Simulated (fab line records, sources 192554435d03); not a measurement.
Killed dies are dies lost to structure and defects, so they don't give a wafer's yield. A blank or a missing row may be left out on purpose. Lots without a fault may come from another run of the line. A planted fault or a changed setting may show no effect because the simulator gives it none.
fab line records | flow n5_finfet
record lots=7 wafers=21
route steps=1938 shown WELL_APT@21 FIN_SAQP@100 DUMMY_GATE@222 SD_EPI_N@288 SD_EPI_P@321
start_h: hours from the record's first day to the start of the lot's first wafer shown | wait_h: hours since the lot's step before | " the same as in the row above | L1.1+2: a row that stands for several wafers | - no value, or no start given | * or withheld: withheld | < > ~ a bound
route shown NAME@n: a module of which the file shows steps, and the number in the route of the first | usual: mean/standard deviation of fault-free wafers | same: alike in all rows | chamber/n: place in a boat | sites: the reading at each site | _std_site: their standard deviation | _edge_site: outer sites' mean less inner sites' | radius_mm: how far each site lies from the wafer's centre | mask NAME#n: copy n | behind: the tool/chamber that last shaped the wafer | hold: why the lot was held/for how many hours/how that ended | device: the transistor (n, p or np) that didn't switch | end of line: the same wafers' tests at the end of the route | a step without rows: its recipe alone | killed: dies lost to structure and defects at the first sort, not the wafer's yield | map: a wafer's dies, x killed, . not, _ none there
set.NAME: the setting as run; set.NAME@STEP: as run at that earlier step | model.NAME: the simulator's own value behind a step, which no gauge read
lots whose settings were changed on purpose; a table a step, a row a wafer
## steps
# step N5_WELL_APT_COAT_02
# recipe spin_rpm=1357 resist_thk_nm=950
# columns lot.wafer tool chamber start_h wait_h set.spin_rpm model.coat_of_WELL_APT_COAT_02.thk_nm
L075.1 litho_track-01 0 - - 1357 949.7
L075.3 " 0 " " 1306 969.2
L075.6 " 0 " " 1357 951
L077.3 litho_track-05 0 - - 1357 947.4
L077.4 " 0 " " 1357 945
L077.6 " 0 " " 1357 949.7
L082.4 litho_track-01 0 - - 1357 951
L082.5 " 0 " " 1357 954.1
L082.6 " 0 " " 1301 974.1
L089.2 litho_track-05 0 - - 1357 950.9
L089.4 " 0 " " 1357 950.1
L089.6 " 0 " " 1357 950.4
L092.2 litho_track-02 0 - - 1357 946.4
L092.3 " 0 " " 1258 985.9
L092.4 " 0 " " 1357 946
L096.2 litho_track-02 0 - - 1357 949
L096.5 " 0 " " 1218 999.4
L096.6 " 0 " " 1218 995.3
L097.2 litho_track-02 0 - - 1480 905.6
L097.3 " 0 " " 1357 946.1
L097.6 " 0 " " 1480 906.2
# step N5_WELL_APT_PEB_06
# recipe peb_temp_c=130 peb_time_s=90
# columns lot.wafer tool chamber start_h wait_h set.peb_time_s
L075.1+6 litho_track-05 0 19.61 0.1 90
L075.3 " 0 " " 77.07
L077.3+6 litho_track-01 0 31.44 0.0 79.85
L077.4 " 0 " " 90
L082.4+6 litho_track-01 0 61.57 0.0 90
L082.5 " 0 " " 81.08
L089.2+4+6 litho_track-05 0 103.73 0.0 90
L092.2+3+4 litho_track-02 0 121.44 0.0 90
L096.2 litho_track-05 0 145.60 0.0 83.07
L096.5+6 " 0 " " 90
L097.2+6 litho_track-02 0 151.76 0.0 73.88
L097.3 " 0 " " 90
# step N5_WELL_APT_DEVELOP_07
# recipe develop_time_s=45 rinse_liquid=surfactant_rinse dry=air_spin dev_temp_c=21
# step N5_WELL_APT_HARDBAKE_12
# recipe temp_c=130 time_s=120
# step N5_WELL_APT_CD_MEAS_08
# recipe target_cd_nm=200 landing_energy_ev=500 detector=se_inlens
# usual cd_nm=201/3.1
# columns lot.wafer tool chamber start_h wait_h set.peb_time_s@WELL_APT_PEB_06 cd_nm
L075.1 cd_sem-01 0 19.72 - 90 203
L075.3 " 0 " " 77.07 190
L075.6 " 0 " " 90 202
L077.3 cd_sem-02 0 31.56 - 79.85 190
L077.4 " 0 " " 90 197
L077.6 " 0 " " 79.85 193
L082.4 cd_sem-03 0 61.69 - 90 198
L082.5 " 0 " " 81.08 194
L082.6 " 0 " " 90 196
L089.2 cd_sem-02 0 103.85 - 90 200
L089.4 " 0 " " 90 196
L089.6 " 0 " " 90 200
L092.2 cd_sem-02 0 121.56 - 90 204
L092.3 " 0 " " 90 201
L092.4 " 0 " " 90 205
L096.2 cd_sem-01 0 145.72 - 83.07 196
L096.5 " 0 " " 90 201
L096.6 " 0 " " 90 198
L097.2 cd_sem-02 0 151.87 - 73.88 196
L097.3 " 0 " " 90 205
L097.6 " 0 " " 73.88 195
# step N5_WELL_APT_DESCUM_13
# recipe chemistry=O2 time_s=7.9 source_power_w=50 bias_power_w=20 pressure_mtorr=20 rf_frequency_hz=2.712e+07 temp_c=40 o2_flow_sccm=225
# columns lot.wafer tool chamber start_h wait_h set.peb_time_s@WELL_APT_PEB_06 model.WELL_APT.cd_nm
L075.1 rie_diel-01 3 19.81 0.0 90 202.9
L075.3 " 2 " " 77.07 190.5
L075.6 " 0 " " 90 202.5
L077.3 rie_diel-01 3 31.64 0.0 79.85 189.8
L077.4 " 1 " " 90 196.2
L077.6 " 1 " " 79.85 192.9
L082.4 rie_diel-04 2 61.92 0.2 90 198.1
L082.5 " 3 " " 81.08 193.9
L082.6 " 0 " " 90 195.7
L089.2 rie_diel-04 0 103.93 0.0 90 200.2
L089.4 " 1 " " 90 196
L089.6 " 0 " " 90 200.7
L092.2 rie_diel-05 2 121.65 0.0 90 204.7
L092.3 " 3 " " 90 201.2
L092.4 " 0 " " 90 205.6
L096.2 rie_diel-04 0 145.93 0.2 83.07 195.8
L096.5 " 1 " " 90 200.4
L096.6 " 0 " " 90 198.8
L097.2 rie_diel-01 1 152.06 0.1 73.88 196.5
L097.3 " 2 " " 90 204.9
L097.6 " 2 " " 73.88 194.3
# step N5_FIN_SAQP_PECVD_06
# recipe material=a-Si target_thk_a=600 temp_c=400 precursor=SiH4/He pressure_torr=3 rf_w=100 time_s=48.1
# columns lot.wafer tool chamber start_h wait_h set.time_s model.a-Si_of_FIN_SAQP_PECVD_06.thk_nm
L075.1 pecvd-04 0 27.05 0.0 41.86 52.66
L075.3+6 " 1 " " 41.86 51.84
L077.3 pecvd-02 1 39.86 0.0 48.1 58.66
L077.4 " 2 " " 48.1 58.86
L077.6 " 0 " " 48.1 58.18
L082.4 pecvd-01 0 69.76 0.0 50.07 62.58
L082.5 " 1 " " 50.07 62.31
L082.6 " 2 " " 48.1 60.02
L089.2 pecvd-02 2 111.03 0.0 48.1 59.04
L089.4 " 0 " " 48.1 58.92
L089.6 " 1 " " 48.1 59.82
L092.2 pecvd-02 1 129.03 0.0 52.36 63.45
L092.3 " 0 " " 48.1 57.62
L092.4 " 0 " " 48.1 59.28
L096.2 pecvd-02 1 153.04 0.0 45.65 55.67
L096.5 " 0 " " 48.1 59.4
L096.6 " 2 " " 45.65 57.09
L097.2 pecvd-04 1 163.09 0.0 54.6 67.71
L097.3 " 2 " " 54.6 67.21
L097.6 " 1 " " 48.1 60.09
# step N5_FIN_SAQP_THK_MEAS_07
# usual thk_nm=59.4/0.77
# columns lot.wafer tool chamber start_h wait_h set.time_s@FIN_SAQP_PECVD_06 thk_nm
L075.1 film_metro-02 - 27.17 0.1 41.86 52.7
L075.3 " - " " 41.86 51.8
L075.6 " - " " 41.86 51.8
L077.3 film_metro-01 - 39.95 0.1 48.1 58.7
L077.4 " - " " 48.1 58.9
L077.6 " - " " 48.1 58.2
L082.4 film_metro-02 - 69.82 0.0 50.07 62.6
L082.5 " - " " 50.07 62.3
L082.6 " - " " 48.1 60.1
L089.2 film_metro-02 - 111.12 0.1 48.1 59.0
L089.4 " - " " 48.1 59.0
L089.6 " - " " 48.1 59.8
L092.2 film_metro-02 - 129.12 0.1 52.36 63.5
L092.3 " - " " 48.1 57.6
L092.4 " - " " 48.1 59.3
L096.2 film_metro-02 - 153.13 0.1 45.65 55.6
L096.5 " - " " 48.1 59.4
L096.6 " - " " 45.65 57.1
L097.2 film_metro-01 - 163.18 0.1 54.6 67.6
L097.3 " - " " 54.6 67.3
L097.6 " - " " 48.1 60.1
# step N5_FIN_SAQP_EXPOSE_13
# recipe mask_id=FIN_CORE na=1.35 source_shape=dipole sigma_inner=0.538 sigma_outer=0.738 polarization=te target_cd_nm=35.6 dose_mj=63.25
# columns lot.wafer tool chamber start_h wait_h mask set.dose_mj
L075.1+6 arfi_scanner-02 0 27.40 - FIN_CORE#0 63.25
L075.3 " 0 " " FIN_CORE#0 61.2
L077.3+4+6 arfi_scanner-03 0 40.31 - FIN_CORE#0 63.25
L082.4 arfi_scanner-03 0 70.07 - FIN_CORE#0 63.25
L082.5+6 " 0 " " FIN_CORE#0 64.76
L089.2+4+6 arfi_scanner-03 0 111.35 - FIN_CORE#0 63.25
L092.2+3 arfi_scanner-03 0 129.50 - FIN_CORE#0 63.25
L092.4 " 0 " " FIN_CORE#0 58.55
L096.2+5 arfi_scanner-01 0 153.37 - FIN_CORE#0 63.25
L096.6 " 0 " " FIN_CORE#0 60.37
L097.2 arfi_scanner-01 0 163.42 - FIN_CORE#0 61.73
L097.3+6 " 0 " " FIN_CORE#0 63.25
# step N5_FIN_SAQP_PEB_14
# recipe peb_temp_c=withheld peb_time_s=60 resist=CAR-ArF
# step N5_FIN_SAQP_DEVELOP_15
# recipe develop_time_s=30 developer=TMAH resist=CAR-ArF dev_temp_c=23 rinse_liquid=diw dry=air_spin
# step N5_FIN_SAQP_CD_MEAS_16
# recipe target_cd_nm=35.6 landing_energy_ev=500 detector=se_inlens
# usual cd_nm=35.6/0.33
# columns lot.wafer tool chamber start_h wait_h set.dose_mj@FIN_SAQP_EXPOSE_13 cd_nm
L075.1 cd_sem-03 0 27.53 - 63.25 36.0
L075.3 " 0 " " 61.2 36.6
L075.6 " 0 " " 63.25 35.0
L077.3 cd_sem-01 0 40.44 - 63.25 36.0
L077.4 " 0 " " 63.25 35.9
L077.6 " 0 " " 63.25 35.7
L082.4 cd_sem-01 0 70.19 - 63.25 35.8
L082.5 " 0 " " 64.76 34.9
L082.6 " 0 " " 64.76 35.1
L089.2 cd_sem-02 0 111.48 - 63.25 35.8
L089.4 " 0 " " 63.25 35.1
L089.6 " 0 " " 63.25 35.0
L092.2 cd_sem-03 0 129.63 - 63.25 35.9
L092.3 " 0 " " 63.25 35.6
L092.4 " 0 " " 58.55 37.7
L096.2 cd_sem-02 0 153.49 - 63.25 35.0
L096.5 " 0 " " 63.25 36.1
L096.6 " 0 " " 60.37 36.8
L097.2 cd_sem-03 0 163.54 - 61.73 36.3
L097.3 " 0 " " 63.25 35.8
L097.6 " 0 " " 63.25 35.7
# step N5_FIN_SAQP_MANDREL_ETCH_22
# recipe target_depth_a=600 chemistry=HBr/Cl2 target=a-Si stop_on=SiNx bt_time_s=10 over_etch_frac=0.5 time_s=30 pressure_mtorr=10 icp_w=800 bias_w=75 HBr_flow_sccm=150 Cl2_flow_sccm=80 ends=end_point
# usual oes_product_au=0.764/0.0099
# columns lot.wafer tool chamber start_h wait_h set.over_etch_frac set.time_s@FIN_SAQP_PECVD_06 oes_product_au model.etch.depth_nm
L075.1 rie_si-05 2 27.94 0.0 0.4777 41.86 0.714 52.65
L075.3 " 3 " " 0.5 41.86 0.719 51.84
L075.6 " 1 " " 0.5 41.86 0.720 51.84
L077.3 rie_si-05 3 40.81 0.0 0.5325 48.1 0.755 58.64
L077.4 " 0 " " 0.5 48.1 0.751 58.86
L077.6 " 3 " " 0.5325 48.1 0.751 58.16
L082.4 rie_si-01 3 70.56 0.0 0.5 50.07 0.780 62.58
L082.5 " 3 " " 0.5138 50.07 0.775 62.24
L082.6 " 2 " " 0.5138 48.1 0.762 60.02
L089.2 rie_si-01 2 111.86 0.0 0.5 48.1 0.750 58.95
L089.4 " 3 " " 0.5 48.1 0.754 58.92
L089.6 " 0 " " 0.5 48.1 0.775 59.82
L092.2 rie_si-01 2 130.00 0.0 0.4777 52.36 0.795 63.4
L092.3 " 0 " " 0.4777 48.1 0.752 57.62
L092.4 " 3 " " 0.5 48.1 0.752 59.28
L096.2 rie_si-01 1 153.87 0.0 0.5 45.65 0.750 55.6
L096.5 " 1 " " 0.5 48.1 0.774 59.4
L096.6 " 0 " " 0.5 45.65 0.747 57.09
L097.2 rie_si-01 2 163.92 0.0 0.5 54.6 0.824 67.71
L097.3 " 3 " " 0.5252 54.6 0.808 67.21
L097.6 " 0 " " 0.5252 48.1 0.763 60.09
# step N5_FIN_SAQP_SPACER1_ALD_24
# recipe material=SiO2 target_thk_a=203 temp_c=300 ald_precursor_family=BDEAS ald_co_reactant=O2-plasma pulse_time_s=1 purge_time_s=2 co_reactant_purge_time_s=2 ald_cycles=218 pressure_torr=2
# columns lot.wafer tool chamber start_h wait_h set.temp_c set.time_s@FIN_SAQP_PECVD_06 model.a-Si_of_FIN_SAQP_PECVD_06.thk_nm model.SiO2_of_FIN_SAQP_SPACER1_ALD_24.thk_nm
L075.1 ald_sin-04 0 28.74 0.3 312.9 41.86 52.4 19.8
L075.3 " 2 " " 312.9 41.86 51.6 20
L075.6 " 1 " " 300 41.86 51.6 20.2
L077.3 ald_sin-02 1 41.89 0.4 300 48.1 58.4 20.4
L077.4 " 3 " " 300 48.1 58.6 20.4
L077.6 " 2 " " 312 48.1 58 20
L082.4 ald_sin-03 1 71.38 0.1 304.7 50.07 62.4 20.2
L082.5 " 3 " " 300 50.07 62 20.2
L082.6 " 2 " " 304.7 48.1 59.8 20.2
L089.2+4 ald_sin-04 2,1 113.15 0.7 300 48.1 58.8 20.2
L089.6 " 0 " " 300 48.1 59.6 20.2
L092.2 ald_sin-04 2 130.81 0.3 300 52.36 63.2 20.2
L092.3 " 1 " " 294.2 48.1 57.4 20.6
L092.4 " 3 " " 294.2 48.1 59.2 20.6
L096.2 ald_sin-02 0 155.15 0.4 300 45.65 55.4 20.2
L096.5 " 3 " " 300 48.1 59.2 20.2
L096.6 " 2 " " 300 45.65 57 20.2
L097.2 ald_sin-02 1 164.76 0.3 300 54.6 67.6 20.2
L097.3 " 3 " " 291.3 54.6 67 21
L097.6 " 0 " " 300 48.1 60 20.2
# step N5_DUMMY_GATE_COAT_34
# recipe resist=SOC temp_c=250 time_s=60 spin_rpm=1500 resist_thk_nm=60
# columns lot.wafer tool chamber start_h wait_h set.spin_rpm model.SOC_of_DUMMY_GATE_COAT_34.thk_nm
L075.1 litho_track-04 0 50.43 0.0 1500 59.8
L075.3 " 0 " " 1500 60
L075.6 " 0 " " 1500 60.2
L077.3+4+6 litho_track-03 0 63.58 0.0 1456 61
L082.4 litho_track-05 0 94.44 0.0 1500 60
L082.5+6 " 0 " " 1500 59.8
L089.2+4+6 litho_track-04 0 135.23 0.1 1500 60
L092.2 litho_track-03 0 153.35 0.0 1500 60
L092.3+4 " 0 " " 1664 57
L096.2+5+6 litho_track-03 0 177.84 0.0 1500 60.2
L097.2 litho_track-05 0 188.40 0.0 1500 59.8
L097.3 " 0 " " 1603 57.8
L097.6 " 0 " " 1500 59.6
# step N5_DUMMY_GATE_COAT_35
# recipe resist=SiARC temp_c=220 time_s=60 spin_rpm=1500 resist_thk_nm=10
# step N5_DUMMY_GATE_COAT_28
# recipe resist=underlayer temp_c=205 time_s=60 spin_rpm=1500 resist_thk_nm=10
# step N5_DUMMY_GATE_ETCH_29
# recipe chemistry=N2/H2 target=underlayer target_depth_a=130 ion_energy_ev=200 pressure_mtorr=30 source_w=840 bias_w=150 n2_flow_sccm=200 h2_flow_sccm=200
# step N5_DUMMY_GATE_ETCH_36
# recipe chemistry=CF4 target=SiARC target_depth_a=130 pressure_mtorr=40 source_w=545 bias_w=36 Ar_flow_sccm=100 cf4_flow_sccm=100 ion_energy_ev=80
# step N5_DUMMY_GATE_ETCH_37
# recipe chemistry=N2/H2 target=SOC target_depth_a=600 overetch_a=300 temp_c=40 ion_energy_ev=200 pressure_mtorr=30 source_w=840 bias_w=150 n2_flow_sccm=200 h2_flow_sccm=200
# columns lot.wafer tool chamber start_h wait_h set.spin_rpm@DUMMY_GATE_COAT_34 model.etch.depth_nm
L075.1 rie_diel-02 2 51.36 0.0 1500 59.89
L075.3 " 0 " " 1500 60.07
L075.6 " 3 " " 1500 60.11
L077.3 rie_diel-06 0 64.33 0.0 1456 60.94
L077.4 " 2 " " 1456 61.01
L077.6 " 3 " " 1456 60.92
L082.4 rie_diel-06 0 95.20 0.0 1500 59.94
L082.5 " 1 " " 1500 59.83
L082.6 " 3 " " 1500 59.9
L089.2 rie_diel-02 0 135.89 0.0 1500 60
L089.4 " 1 " " 1500 60.02
L089.6 " 0 " " 1500 59.92
L092.2 rie_diel-06 1 153.97 0.0 1500 60.06
L092.3 " 3 " " 1664 56.99
L092.4 " 0 " " 1664 56.94
L096.2+6 rie_diel-03 3,2 178.38 0.0 1500 60.19
L096.5 " 1 " " 1500 60.24
L097.2 rie_diel-03 2 189.04 0.0 1500 59.88
L097.3 " 1 " " 1603 57.88
L097.6 " 2 " " 1500 59.67
# step N5_DUMMY_GATE_STRIP_38
# recipe chemistry=N2/H2 temp_c=40 n2_flow_sccm=200 h2_flow_sccm=200 rf_frequency_hz=6e+07
# step N5_DUMMY_GATE_STRIP_39
# recipe chemistry=N2/H2 temp_c=40 n2_flow_sccm=200 h2_flow_sccm=200 rf_frequency_hz=6e+07
# step N5_DUMMY_GATE_STRIP_40
# recipe chemistry=CF4 resist=SiARC power_w=300 bias_power_w=75 pressure_mtorr=50 cf4_flow_sccm=150 rf_frequency_hz=6e+07
# step N5_DUMMY_GATE_ETCH_31
# recipe chemistry=C4F6/O2 target=SiO2 mask_material=SOC target_depth_a=825 time_s=27.5 ion_energy_ev=250 pressure_mtorr=30 source_w=345 bias_w=185 Ar_flow_sccm=300 C4F6_flow_sccm=10 O2_flow_sccm=10
# columns lot.wafer tool chamber start_h wait_h set.spin_rpm@DUMMY_GATE_COAT_34 model.SOC_of_DUMMY_GATE_COAT_34.thk_nm
L075.1+3 rie_diel-03 3,0 52.22 0.2 1500 51.8
L075.6 " 3 " " 1500 52
L077.3 rie_diel-03 0 64.60 0.0 1456 52.8
L077.4 " 2 " " 1456 52.6
L077.6 " 3 " " 1456 53
L082.4+5+6 rie_diel-02 1,1,2 95.51 0.0 1500 51.8
L089.2 rie_diel-02 2 136.21 0.1 1500 52
L089.4 " 3 " " 1500 52.2
L089.6 " 0 " " 1500 51.8
L092.2 rie_diel-03 3 154.26 0.0 1500 52.2
L092.3+4 " 0,2 " " 1664 48.8
L096.2+5 rie_diel-03 2 178.66 0.0 1500 52
L096.6 " 1 " " 1500 52.2
L097.2 rie_diel-06 2 189.65 0.1 1500 52
L097.3 " 3 " " 1603 49.6
L097.6 " 1 " " 1500 51.4
# step N5_SD_EPI_N_EPI_21
# recipe material=Si:P dopant=P temp_c=680 pressure_torr=255 time_s=690
# columns lot.wafer tool chamber start_h wait_h set.temp_c model.Si-P_of_SD_EPI_N_EPI_21.thk_nm
L075.1 epi_rpcvd-02 0 56.66 0.2 680 58.4
L075.3 " 0 " " 675.1 53.8
L075.6 " 0 58.53 1.9 675.1 54
L077.3 epi_rpcvd-03 0 69.94 0.7 680 58.6
L077.4 " 0 " " 680 59.4
L077.6 " 0 " " 680 60
L082.4 epi_rpcvd-02 0 99.97 0.9 682.7 61.2
L082.5 " 0 " " 682.7 61.6
L082.6 " 0 " " 680 58.4
L089.2 epi_rpcvd-01 0 140.13 0.4 680 59.2
L089.4 " 0 " " 680 59
L089.6 " 0 " " 680 58.6
L092.2 epi_rpcvd-01 0 158.10 0.4 680 60.4
L092.3 " 0 " " 680 60
L092.4 " 0 " " 682.1 62.4
L096.2 epi_rpcvd-02 0 182.91 0.5 680 58
L096.5 " 0 184.03 1.5 680 59.4
L096.6 " 0 " " 678.3 57
L097.2 epi_rpcvd-03 0 193.43 0.4 680 60.6
L097.3 " 0 " " 680 60.4
L097.6 " 0 " " 683.4 63
# step N5_SD_EPI_P_EPI_21
# recipe material=SiGe:B dopant=B temp_c=550 pressure_torr=20 ambient=H2 time_s=355
# columns lot.wafer tool chamber start_h wait_h set.temp_c model.SiGe-B_of_SD_EPI_P_EPI_21.thk_nm
L075.1 epi_rpcvd-02 0 61.92 0.1 550 60.2
L075.3+6 " 0 " " 550 60.8
L077.3 epi_rpcvd-02 0 74.32 0.8 547.2 58
L077.4 " 0 " " 547.2 58.4
L077.6 " 0 " " 550 61.6
L082.4 epi_rpcvd-02 0 104.19 1.1 550 60.8
L082.5 " 0 " " 550 61
L082.6 " 0 " " 546.5 55.8
L089.2 epi_rpcvd-04 0 144.35 0.5 550 61
L089.4 " 0 " " 550 60.6
L089.6 " 0 " " 550 60.8
L092.2+3 epi_rpcvd-04 0 162.29 0.5 550 61
L092.4 " 0 " " 550 60.4
L096.2 epi_rpcvd-02 0 188.31 0.9 554 66.8
L096.5 " 0 190.23 2.6 550 60.6
L096.6 " 0 " " 550 60
L097.2 epi_rpcvd-03 0 198.00 0.5 550 62
L097.3 " 0 " " 550 61.6
L097.6 " 0 199.44 1.8 550 62.2
# step N5_SD_EPI_P_HM_STRIP_48
# recipe chemistry=H3PO4 temp_c=160 material=SiNx target=SiNx target_depth_a=30 overetch_fraction=0.3
# columns lot.wafer tool chamber start_h wait_h set.temp_c@SD_EPI_N_EPI_21 model.Si-P_of_SD_EPI_N_EPI_21.thk_nm
L075.1 wet_bench-05 6 64.15 0.0 680 57.8
L075.3 " 2 " " 675.1 53.2
L075.6 " 4 " " 675.1 53.4
L077.3 wet_bench-05 5 75.85 0.0 680 58
L077.4 " 0 " " 680 58.8
L077.6 " 6 " " 680 59.2
L082.4 wet_bench-01 5 105.34 0.0 682.7 60.6
L082.5 " 1 " " 682.7 61
L082.6 " 2 " " 680 57.6
L089.2 wet_bench-03 0 146.24 0.0 680 58.4
L089.4 " 6 " " 680 58.2
L089.6 " 5 " " 680 58
L092.2 wet_bench-05 3 164.18 0.0 680 59.6
L092.3 " 2 " " 680 59.4
L092.4 " 5 " " 682.1 61.8
L096.2 wet_bench-05 4 191.58 0.0 680 57.4
L096.5 " 1 " " 680 58.8
L096.6 " 3 " " 678.3 56.4
L097.2 wet_bench-05 2 199.87 0.0 680 59.8
L097.3 " 7 " " 680 59.6
L097.6 " 1 " " 683.4 62.4
## key
split step=N5_WELL_APT_COAT_02 setting=spin_rpm stated=1357 by=wafer
response step=N5_WELL_APT_COAT_02 reading=model.coat_of_WELL_APT_COAT_02.thk_nm change=-4.82 per=1% r=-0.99
split step=N5_WELL_APT_PEB_06 setting=peb_time_s stated=90 by=wafer
response step=N5_WELL_APT_CD_MEAS_08 reading=cd_nm change=+0.568 per=1% r=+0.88
response step=N5_WELL_APT_DESCUM_13 reading=model.WELL_APT.cd_nm change=+0.568 per=1% r=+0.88
split step=N5_FIN_SAQP_PECVD_06 setting=time_s stated=48.1 by=wafer
response step=N5_FIN_SAQP_PECVD_06 reading=model.a-Si_of_FIN_SAQP_PECVD_06.thk_nm change=+0.557 per=1% r=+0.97
response step=N5_FIN_SAQP_THK_MEAS_07 reading=thk_nm change=* per=1% r=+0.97
response step=N5_FIN_SAQP_MANDREL_ETCH_22 reading=oes_product_au change=+0.00423 per=1% r=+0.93
response step=N5_FIN_SAQP_MANDREL_ETCH_22 reading=model.etch.depth_nm change=+0.556 per=1% r=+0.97
response step=N5_FIN_SAQP_SPACER1_ALD_24 reading=model.a-Si_of_FIN_SAQP_PECVD_06.thk_nm change=+0.55 per=1% r=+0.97
split step=N5_FIN_SAQP_EXPOSE_13 setting=dose_mj stated=63.25 by=wafer
response step=N5_FIN_SAQP_CD_MEAS_16 reading=cd_nm change=-0.281 per=1% r=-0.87
split step=N5_FIN_SAQP_MANDREL_ETCH_22 setting=over_etch_frac stated=0.5 by=wafer
response none clear
split step=N5_FIN_SAQP_SPACER1_ALD_24 setting=temp_c stated=300 by=wafer
response step=N5_FIN_SAQP_SPACER1_ALD_24 reading=model.SiO2_of_FIN_SAQP_SPACER1_ALD_24.thk_nm shape=bent at_lowest=21 at_stated=20.23 at_highest=19.9
split step=N5_DUMMY_GATE_COAT_34 setting=spin_rpm stated=1500 by=wafer
response step=N5_DUMMY_GATE_COAT_34 reading=model.SOC_of_DUMMY_GATE_COAT_34.thk_nm change=-0.275 per=1% r=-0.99
response step=N5_DUMMY_GATE_ETCH_37 reading=model.etch.depth_nm change=-0.281 per=1% r=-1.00
response step=N5_DUMMY_GATE_ETCH_31 reading=model.SOC_of_DUMMY_GATE_COAT_34.thk_nm change=-0.31 per=1% r=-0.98
split step=N5_SD_EPI_N_EPI_21 setting=temp_c stated=680 by=wafer
response step=N5_SD_EPI_N_EPI_21 reading=model.Si-P_of_SD_EPI_N_EPI_21.thk_nm change=+6.26 per=1% r=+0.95
response step=N5_SD_EPI_P_HM_STRIP_48 reading=model.Si-P_of_SD_EPI_N_EPI_21.thk_nm change=+6.45 per=1% r=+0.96
split step=N5_SD_EPI_P_EPI_21 setting=temp_c stated=550 by=wafer
response step=N5_SD_EPI_P_EPI_21 reading=model.SiGe-B_of_SD_EPI_P_EPI_21.thk_nm change=+8.13 per=1% r=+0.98
